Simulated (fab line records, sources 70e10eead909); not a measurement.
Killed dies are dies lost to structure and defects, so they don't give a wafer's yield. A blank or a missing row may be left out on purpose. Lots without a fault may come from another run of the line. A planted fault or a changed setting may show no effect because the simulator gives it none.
Which tool did it? | flow nand_harc | 12 lots, 36 wafers sampled, at 3 steps of a route of 1302

WHAT THE GAUGES READ, wafer by wafer
NHARC_A_BLC_CD_MEAS_19.
lot  | measured     | on        | cd_nm (nm)
L076 | day 23 07:34 | cd_sem-03 | 100.0 100.9 101.0
L077 | day 23 18:29 | cd_sem-01 | 100.2 102.8 103.9
L079 | day 24 09:33 | cd_sem-02 | 100.2 103.3 98.2
L081 | day 25 11:55 | cd_sem-02 | 94.5 102.6 96.8
L085 | day 27 07:54 | cd_sem-03 | 98.1 100.9 98.6
L086 | day 27 13:23 | cd_sem-02 | 102.5 102.2 99.3
L087 | day 28 09:44 | cd_sem-03 | 99.6 100.5 102.1
L089 | day 28 23:48 | cd_sem-03 | 101.7 96.1 102.6
L090 | day 29 05:33 | cd_sem-01 | 100.5 97.5 100.8
L093 | day 30 17:51 | cd_sem-03 | 100.0 99.6 102.8
L095 | day 31 05:34 | cd_sem-01 | 99.2 99.5 97.0
L097 | day 31 23:40 | cd_sem-02 | 100.2 102.0 98.7

WHICH TOOL RAN EACH LOT (tool, then ch and the chambers of the sampled wafers, then the start)
lot  | NHARC_A_CONTACT_ETCH_92            | NHARC_A_BLC_ETCH_18
L076 | rie_diel-13 ch 0,2,3, day 23 03:10 | rie_diel-05 ch 2,3, day 23 07:34 or earlier
L077 | rie_diel-11 ch 0,2,3, day 23 14:10 | rie_diel-05 ch 0,1, day 23 18:29 or earlier
L079 | rie_diel-13 ch 0,1,2, day 24 05:13 | rie_diel-09 ch 1,2,3, day 24 09:33 or earlier
L081 | rie_diel-11 ch 0,1, day 25 07:44   | rie_diel-08 ch 0,1,3, day 25 11:55 or earlier
L085 | rie_diel-11 ch 1,2, day 27 03:34   | rie_diel-05 ch 0,2, day 27 07:54 or earlier
L086 | rie_diel-11 ch 0,2,3, day 27 09:07 | rie_diel-05 ch 0,1,2, day 27 13:23 or earlier
L087 | rie_diel-04 ch 1,3, day 28 05:28   | rie_diel-09 ch 0,1, day 28 09:44 or earlier
L089 | rie_diel-04 ch 0,1,3, day 28 19:26 | rie_diel-09 ch 1,2,3, day 28 23:48 or earlier
L090 | rie_diel-11 ch 1,3, day 29 01:14   | rie_diel-05 ch 0,2, day 29 05:33 or earlier
L093 | rie_diel-11 ch 0,2,3, day 30 13:20 | rie_diel-09 ch 1,3, day 30 17:51 or earlier
L095 | rie_diel-11 ch 0,2,3, day 31 00:34 | rie_diel-09 ch 0,1,2, day 31 05:34 or earlier
L097 | rie_diel-13 ch 1,3, day 31 18:54   | rie_diel-05 ch 0,3, day 31 23:40 or earlier
- NHARC_A_CONTACT_ETCH_92: etches the open film in CH3F/O2, target depth 40 nm, time 85.7 s.
- NHARC_A_BLC_ETCH_18: etches the open film in C4F8/O2/Ar, target depth 910 nm.

THE ANSWER, worked out from the rows above alone
Rule: what is usual is taken from the lots themselves. Put in order of their means at a reading, lots are off if they are a third of the lots or fewer, leave a main group of 4 or more, and stand apart from it by a gap of 3 or more times the standard deviation of the main group's means; of several such gaps the widest counts. A main group whose means are all the same, to the digits that the tables above print for the reading, isn't used. A lot without any number at a reading at which 4 lots or more have one is off too. The other lots that the step has rows for count as sound.
No lot is off at any reading shown: from this, nothing can be told.

WHAT THE SIMULATOR HAD PUT IN
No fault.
